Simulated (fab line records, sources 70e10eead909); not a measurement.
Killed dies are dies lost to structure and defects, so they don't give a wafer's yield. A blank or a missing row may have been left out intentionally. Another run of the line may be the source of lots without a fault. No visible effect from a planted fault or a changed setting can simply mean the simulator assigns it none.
fab line records    flow nand-harc
record lots=7  wafers=18  last-day=32
route steps=1302 shown A_STAIRCASE@755 END@1302
lots that met no fault: from a run of the same line without faults
start-h: start of the lot's first displayed wafer, in hours after the record's first day    wait-h: hours since the lot's step before    " identical to the entry in the row above    L1.1+2: a row that stands for several wafers    - no value present, or no start provided    * or withheld: withheld    < > ~ a bound
route shown NAME@n: a module of which the file shows steps, and the number in the route of the first    usual: mean/standard deviation of fault-free wafers    same: alike in all rows    chamber/n: place in a boat    sites: each site's reading    _std_site: how widely they spread, as a standard deviation    _edge_site: mean of outer sites minus mean of inner sites    radius-mm: how far each site lies from the wafer's centre    mask NAME#n: copy n    behind: the tool/chamber that last shaped the wafer    hold: why the lot was held/for how many hours/how that ended    device: the n, p or np transistor that did not switch    end of line: the same wafers' tests at the end of the route    step lacking rows: just its recipe    killed: not the wafer's yield, but the dies lost to structure and defects at the first sort    map: dies across one wafer; x = killed, . = not, _ = none there
set.NAME: setting as actually run; set.NAME@STEP: the setting as run at that earlier step    model.NAME: the simulator's own value behind a step, which no gauge read
lots seen at some steps along the route; tables by step, rows by wafer
services: when a tool's chamber went out of use (start-h, in hours from the record's first day, below 0 if earlier), for how many hours, and the reason
## steps
# step NHARC_A_STAIRCASE_SRD_241
# step NHARC_A_STAIRCASE_DEHYDRATE_242
# recipe temp-c=150  time-s=120
# step NHARC_A_STAIRCASE_HMDS_243
# recipe time-s=30
# step NHARC_A_STAIRCASE_COAT_244
# recipe spin-rpm=1200
# step NHARC_A_STAIRCASE_SOFTBAKE_245
# recipe temp-c=135  time-s=170
# step NHARC_A_STAIRCASE_EBR_246
# step NHARC_A_STAIRCASE_EXPOSE_247
# recipe na=0.5  dose-mj=25.34  mask-id=SDS_1
# step NHARC_A_STAIRCASE_PEB_248
# recipe peb-temp-c=115  peb-time-s=130
# step NHARC_A_STAIRCASE_DEVELOP_249
# recipe time-s=140
# step NHARC_A_STAIRCASE_HARDBAKE_251
# recipe temp-c=120  time-s=140
# step NHARC_A_STAIRCASE_DESCUM_252
# recipe time-s=3  o2-flow-sccm=200  ar-flow-sccm=0  bias-power-w=0  chemistry=O2
# usual drypump-motor-current-A=5.7/0.47  o2-flow-sccm=200.0/0.65  oes-product-au=1.004/0.016  rf-vpp-V=57.9/0.9  showerhead-plenum-p-Torr=1.95/0.093  throttle-valve-pct=11.310/0.0089
lot.wafer  tool         chamber  start-h  wait-h  drypump-motor-current-A  o2-flow-sccm  oes-product-au  rf-hours-counter-h  rf-vpp-V  showerhead-plenum-p-Torr  throttle-valve-pct
L921.2     rie-diel-10  2        431.55   -       5.1                      201.1         1.013           1                   58.0      2.06                      11.306
L921.3     "            3        "        "       5.8                      200.0         0.978           1                   58.8      1.93                      11.316
L921.6     "            3        "        "       5.8                      199.0         0.973           -                   57.4      1.93                      11.311
L922.1     rie-diel-06  1        445.24   -       5.6                      200.0         0.989           37                  57.6      1.82                      11.303
L922.2     "            3        "        "       6.2                      198.8         1.003           46                  57.9      1.85                      11.307
L922.6     "            0        "        "       6.2                      200.4         1.024           -                   57.4      1.86                      11.295
L925.4     rie-diel-06  1        482.27   -       5.6                      199.9         0.997           48                  56.2      1.81                      11.307
L925.5     "            3        "        "       6.2                      199.5         1.006           -                   57.8      1.85                      11.321
L927.6     rie-diel-06  1        482.57   -       5.5                      201.1         0.981           -                   57.6      1.81                      11.324
L927.5     "            2        "        "       6.3                      199.8         0.995           -                   59.2      2.06                      11.312
L926.6     rie-diel-06  2        483.02   -       6.3                      200.6         1.003           -                   56.9      2.06                      11.314
L926.5     "            3        "        "       6.2                      200.2         1.006           -                   56.8      1.85                      11.309
L935.4     rie-diel-10  3        567.24   -       5.7                      200.1         0.984           37                  56.4      1.92                      11.300
L935.3     "            2        "        "       5.1                      199.6         1.008           39                  59.8      2.05                      11.307
L935.5     "            3        "        "       5.7                      200.9         0.982           -                   56.8      1.92                      11.304
L936.3     rie-diel-08  2        578.87   -       6.3                      200.6         1.018           10                  57.0      1.90                      11.327
L936.2     "            0        "        "       6.0                      199.4         1.015           6                   57.0      2.05                      11.302
L936.5     "            0        "        "       6.1                      199.9         1.021           -                   58.7      2.05                      11.306
# step NHARC_A_STAIRCASE_ETCH_253
# recipe target-depth-a=500  time-s=20.2  ion-energy-ev=400  c4f8-flow-sccm=20  o2-flow-sccm=10  ar-flow-sccm=withheld  rf-w=600  bias-w=1000  chemistry=C4F8/O2
# usual oes-product-au=0.961/0.019  rf-vpp-V=898/5.8
lot.wafer  tool         chamber  start-h  wait-h  oes-product-au  rf-hours-counter-h  rf-vpp-V
L921.2     rie-diel-10  2        431.64   0.1     0.979           1                   905
L921.3     "            1        "        "       0.961           1                   903
L921.6     "            2        "        "       0.966           -                   906
L922.1     rie-diel-06  3        445.32   0.1     0.949           46                  892
L922.2     "            0        "        "       0.979           38                  894
L922.6     "            2        "        "       0.955           -                   905
L925.4     rie-diel-06  2        482.34   0.1     0.718           58                  905
L925.5     "            1        "        "       0.752           -                   890
L927.6     rie-diel-06  2        482.63   0.1     0.955           -                   905
L927.5     "            3        "        "       0.753           -                   892
L926.6     rie-diel-06  0        483.08   0.1     0.990           -                   893
L926.5     "            1        "        "       0.746           -                   889
L935.4     rie-diel-10  3        567.34   0.1     0.928           37                  898
L935.3     "            0        "        "       0.961           36                  905
L935.5     "            2        "        "       0.977           -                   903
L936.3     rie-diel-08  2        578.97   0.1     0.927           10                  896
L936.2     "            0        "        "       0.981           6                   904
L936.5     "            2        "        "       0.937           -                   896
# step NHARC_A_STAIRCASE_STRIP_254
# recipe power-w=1500  temp-c=250  chemistry=O2
# usual drypump-motor-current-A=5.13/0.25  heater-power-w=345/35
lot.wafer  tool             chamber  start-h  wait-h  drypump-motor-current-A  heater-power-w  rf-hours-counter-h
L921.2     plasma-asher-01  0        431.73   -       5.00                     326             14
L921.3     "                0        "        "       5.00                     332             -
L921.6     "                0        "        "       5.00                     338             -
L922.1     plasma-asher-02  1        445.40   -       4.88                     344             2
L922.2     "                0        "        "       5.18                     312             2
L922.6     "                1        "        "       4.89                     353             -
L925.4     plasma-asher-02  1        482.67   -       4.88                     348             -
L925.5     "                1        "        "       4.91                     351             -
L927.6     plasma-asher-02  0        483.05   -       5.22                     319             -
L927.5     "                1        "        "       4.89                     360             -
L926.5     plasma-asher-01  0        483.34   -       5.03                     327             -
L926.6     "                1        "        "       5.62                     417             -
L935.4     plasma-asher-01  1        567.51   -       5.58                     417             -
L935.3     "                0        "        "       5.00                     326             -
L935.5     "                1        "        "       5.60                     401             -
L936.2     plasma-asher-01  0        579.08   -       5.03                     314             11
L936.3     "                0        "        "       5.04                     319             -
L936.5     "                1        "        "       5.58                     412             -
# step NHARC_END_SORT_01
# recipe temp-c=25
# usual killed-at-array=56/19  killed-at-other=0.6/1  killed-at-periphery=3.9/2.7  killed-dies=61/19  killed-open=3.3/1.9  killed-short=2.4/1.7
# same gross-dies=677
lot.wafer  tool       chamber  start-h  wait-h  killed-at-array  killed-at-other  killed-at-periphery  killed-dies  killed-open  killed-short
L922.1     prober-02  0        638.05   2.6     23               0                5                    28           1            2
L922.2     prober-02  0        638.85   2.8     32               0                4                    36           4            1
L922.6     prober-02  0        642.03   4.0     38               0                4                    42           5            4
L921.2     prober-01  0        638.83   2.8     56               0                3                    59           1            3
L921.3     prober-01  0        639.63   3.1     53               1                7                    61           5            6
L921.6     prober-01  0        642.06   4.0     40               0                6                    46           0            0
L925.4     prober-01  0        685.59   3.4     42               1                6                    49           2            4
L925.5     prober-01  0        686.39   3.7     48               1                8                    57           2            3
L927.5     prober-02  0        686.47   3.8     82               1                4                    87           4            9
L927.6     prober-02  0        687.29   4.1     52               0                3                    55           4            2
L926.5     prober-01  0        695.41   3.7     61               2                6                    69           0            2
L926.6     prober-01  0        696.21   4.0     59               1                1                    61           1            4
L935.3     prober-01  0        764.32   3.1     69               0                4                    73           1            3
L935.4     prober-01  0        765.12   3.4     60               0                1                    61           4            1
L935.5     prober-01  0        765.91   3.7     49               0                1                    50           2            3
L936.2     prober-01  0        772.29   2.8     37               2                12                   51           2            3
L936.3     prober-01  0        773.09   3.1     52               0                9                    61           2            2
L936.5     prober-01  0        774.69   3.7     37               3                7                    47           1            1
# killed by level:class
L922.1 A_CHANNEL_HOLE_D2:chamber-film-flake=7 P_GATE:chamber-film-flake=3 A_CHANNEL_HOLE_D1:chamber-film-flake=3 A_CHANNEL_FILL_D1:chamber-film-flake=3 A_WL_FILL:chamber-film-flake=3 A_DECK1_JOINT:chamber-film-flake=2 A_STAIRCASE:chamber-film-flake=2 P_M1:geometric-particle:open=1
L921.2 A_CHANNEL_HOLE_D2:chamber-film-flake=37 A_CHANNEL_HOLE_D1:chamber-film-flake=9 P_STI:chamber-film-flake=3 A_SLIT:chamber-film-flake=2 A_CONTACT:chamber-film-flake=2 A_CHANNEL_FILL_D1:geometric-particle:open=1 A_DECK1_JOINT:geometric-particle:short=1 A_CHANNEL_FILL_D2:geometric-particle:short=1
L922.2 A_CHANNEL_HOLE_D2:chamber-film-flake=8 A_DECK1_JOINT:chamber-film-flake=5 A_CHANNEL_HOLE_D1:chamber-film-flake=4 A_SLIT:chamber-film-flake=4 P_GATE:chamber-film-flake=3 A_CHANNEL_FILL_D2:geometric-particle:open=2 A_WL_FILL:chamber-film-flake=2 A_BLC:chamber-film-flake=2
L921.3 A_CHANNEL_HOLE_D2:chamber-film-flake=36 P_STI:chamber-film-flake=4 A_STAIRCASE:chamber-film-flake=4 A_ONON_D1:geometric-particle:short=3 A_CONTACT:chamber-film-flake=3 P_STI:geometric-particle:short=1 P_CONTACT:geometric-particle:open=1 P_M0:geometric-particle:open=1
L922.6 A_CHANNEL_HOLE_D2:chamber-film-flake=16 A_CHANNEL_FILL_D1:chamber-film-flake=3 A_CONTACT:chamber-film-flake=3 A_ONON_D1:geometric-particle:open=2 A_CHANNEL_FILL_D2:geometric-particle:short=2 P_GATE:chamber-film-flake=2 A_ZERO_WELL:chamber-film-flake=2 A_STAIRCASE:chamber-film-flake=2
L921.6 A_CHANNEL_HOLE_D2:chamber-film-flake=31 P_STI:chamber-film-flake=4 A_CHANNEL_HOLE_D1:chamber-film-flake=3 A_ZERO_WELL:chamber-film-flake=2 A_CONTACT:chamber-film-flake=2 P_GATE:chamber-film-flake=1 P_M0:chamber-film-flake=1 A_DECK1_JOINT:chamber-film-flake=1
L925.4 A_SLIT:chamber-film-flake=31 A_CHANNEL_HOLE_D1:chamber-film-flake=5 P_M0:geometric-particle:open=2 A_ONON_D2:geometric-particle:short=2 P_STI:chamber-film-flake=2 A_CONTACT:geometric-particle:short=1 A_M0:geometric-particle:short=1 P_ZERO_WELL:chamber-film-flake=1
L925.5 A_SLIT:chamber-film-flake=35 A_CHANNEL_HOLE_D1:chamber-film-flake=8 P_STI:chamber-film-flake=4 P_GATE:chamber-film-flake=2 A_CHANNEL_FILL_D1:chamber-film-flake=2 P_M0:geometric-particle:open=1 P_M0:geometric-particle:short=1 A_WL_FILL:geometric-particle:short=1
L927.5 A_CHANNEL_HOLE_D2:chamber-film-flake=29 A_CHANNEL_HOLE_D1:chamber-film-flake=28 A_WL_FILL:chamber-film-flake=5 A_CONTACT:chamber-film-flake=4 A_STAIRCASE:chamber-film-flake=3 P_CONTACT:geometric-particle:open=2 A_M0:chamber-film-flake=2 A_ONON_D2:geometric-particle:short=2
L927.6 A_CHANNEL_HOLE_D1:chamber-film-flake=27 A_CHANNEL_HOLE_D2:chamber-film-flake=10 A_STAIRCASE:chamber-film-flake=3 A_WL_FILL:chamber-film-flake=2 A_M0:chamber-film-flake=2 P_CONTACT:geometric-particle:open=1 A_CHANNEL_FILL_D1:geometric-particle:open=1 A_DECK1_JOINT:geometric-particle:short=1
L926.5 A_SLIT:chamber-film-flake=36 A_CHANNEL_HOLE_D1:chamber-film-flake=8 A_STAIRCASE:chamber-film-flake=5 A_CHANNEL_HOLE_D2:chamber-film-flake=4 A_CONTACT:chamber-film-flake=4 P_ZERO_WELL:chamber-film-flake=2 P_CONTACT:chamber-film-flake=2 A_CHANNEL_FILL_D1:chamber-film-flake=2
L926.6 A_SLIT:chamber-film-flake=27 A_CHANNEL_HOLE_D1:chamber-film-flake=8 A_CONTACT:chamber-film-flake=8 A_STAIRCASE:chamber-film-flake=6 A_CHANNEL_HOLE_D2:chamber-film-flake=5 P_M0:geometric-particle:short=1 A_ONON_D1:geometric-particle:short=1 A_CHANNEL_HOLE_D1:geometric-particle:short=1
L935.3 A_CHANNEL_HOLE_D2:chamber-film-flake=29 A_CHANNEL_HOLE_D1:chamber-film-flake=19 A_SLIT:chamber-film-flake=7 A_STAIRCASE:chamber-film-flake=5 A_CONTACT:chamber-film-flake=4 P_STI:chamber-film-flake=2 P_STI:geometric-particle:open=1 A_ONON_D1:geometric-particle:short=1
L935.4 A_CHANNEL_HOLE_D2:chamber-film-flake=21 A_CHANNEL_HOLE_D1:chamber-film-flake=16 A_STAIRCASE:chamber-film-flake=7 A_SLIT:chamber-film-flake=6 A_CONTACT:chamber-film-flake=4 P_M0:geometric-particle:open=1 A_ONON_D2:geometric-particle:open=1 A_CHANNEL_FILL_D2:geometric-particle:open=1
L935.5 A_CHANNEL_HOLE_D2:chamber-film-flake=14 A_CHANNEL_HOLE_D1:chamber-film-flake=7 A_SLIT:chamber-film-flake=7 A_CONTACT:chamber-film-flake=7 A_STAIRCASE:chamber-film-flake=5 A_DECK1_JOINT:chamber-film-flake=3 A_ONON_D2:geometric-particle:open=2 A_SOURCE_PLATE:geometric-particle:short=1
L936.2 A_SLIT:chamber-film-flake=23 P_STI:chamber-film-flake=10 A_CONTACT:chamber-film-flake=4 A_CHANNEL_FILL_D1:geometric-particle:short=2 A_CHANNEL_HOLE_D1:chamber-film-flake=2 A_CHANNEL_HOLE_D2:chamber-film-flake=2 A_STAIRCASE:chamber-film-flake=2 THIN_TSV:chamber-film-flake=2
L936.3 A_SLIT:chamber-film-flake=39 P_STI:chamber-film-flake=8 A_CHANNEL_HOLE_D2:chamber-film-flake=4 A_CONTACT:chamber-film-flake=3 A_STAIRCASE:chamber-film-flake=2 P_M0:geometric-particle:open=1 A_CHANNEL_FILL_D2:geometric-particle:short=1 A_CONTACT:geometric-particle:open=1
L936.5 A_SLIT:chamber-film-flake=24 P_STI:chamber-film-flake=7 A_CONTACT:chamber-film-flake=6 THIN_TSV:chamber-film-flake=3 A_CHANNEL_FILL_D1:geometric-particle:short=1 A_CHANNEL_FILL_D2:geometric-particle:open=1 A_ZERO_WELL:chamber-film-flake=1 A_CHANNEL_HOLE_D2:chamber-film-flake=1
## services
tool             chamber  start-h  hours  kind
rie-diel-06      0        414.91   -      clean
rie-diel-06      1        414.91   -      clean
rie-diel-06      2        414.91   -      clean
rie-diel-06      3        414.91   -      clean
rie-diel-10      -        420.00   9.0    pm
plasma-asher-02  -        426.13   9.0    pm
rie-diel-06      0        439.41   -      clean
rie-diel-06      1        439.41   -      clean
rie-diel-06      2        439.41   -      clean
rie-diel-06      3        439.41   -      clean
rie-diel-06      1        461.74   -      consumable-replace:focus-ring
rie-diel-06      1        461.74   9.0    scheduled-down
rie-diel-06      1        461.74   9.0    vent-cycle
plasma-asher-01  -        461.79   0.8    repair
rie-diel-06      0        463.91   -      clean
rie-diel-10      1        466.77   17.7   repair
rie-diel-06      2        474.45   7.3    repair
plasma-asher-02  -        479.96   2.6    repair
rie-diel-06      -        484.37   9.0    pm
rie-diel-10      -        491.56   33.9   repair
plasma-asher-01  -        519.08   9.0    pm
rie-diel-08      -        541.65   3.1    repair
rie-diel-08      -        544.84   9.0    pm
rie-diel-06      3        558.29   5.9    repair
## key
first-sign step=NHARC_A_STAIRCASE_ETCH_253  reading=oes-product-au  direction=down  sigmas=12  usual=0.961  struck=0.742
effect none on later readings
met-at NHARC_A_STAIRCASE_ETCH_253
struck-wafers L925.4,L925.5,L926.5,L927.5
tester-left-out L925,L926,L927
onset-between 445.32 482.34
fault kind=process-parameter-drift  tool=rie-diel-06  chamber=-  onset-h=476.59  steps=NHARC_A_STAIRCASE_ETCH_253  channel=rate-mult  offset=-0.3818  shape=step  end-h=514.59  scope=struck-wafers-only
# tester-left-out: of these lots the tester's yield and bins aren't shown, on N5 and GAA mostly nor the transistor test; their killed dies are dies lost to structure and defects alone, not to doping, threshold or leakage, so they don't give the yield
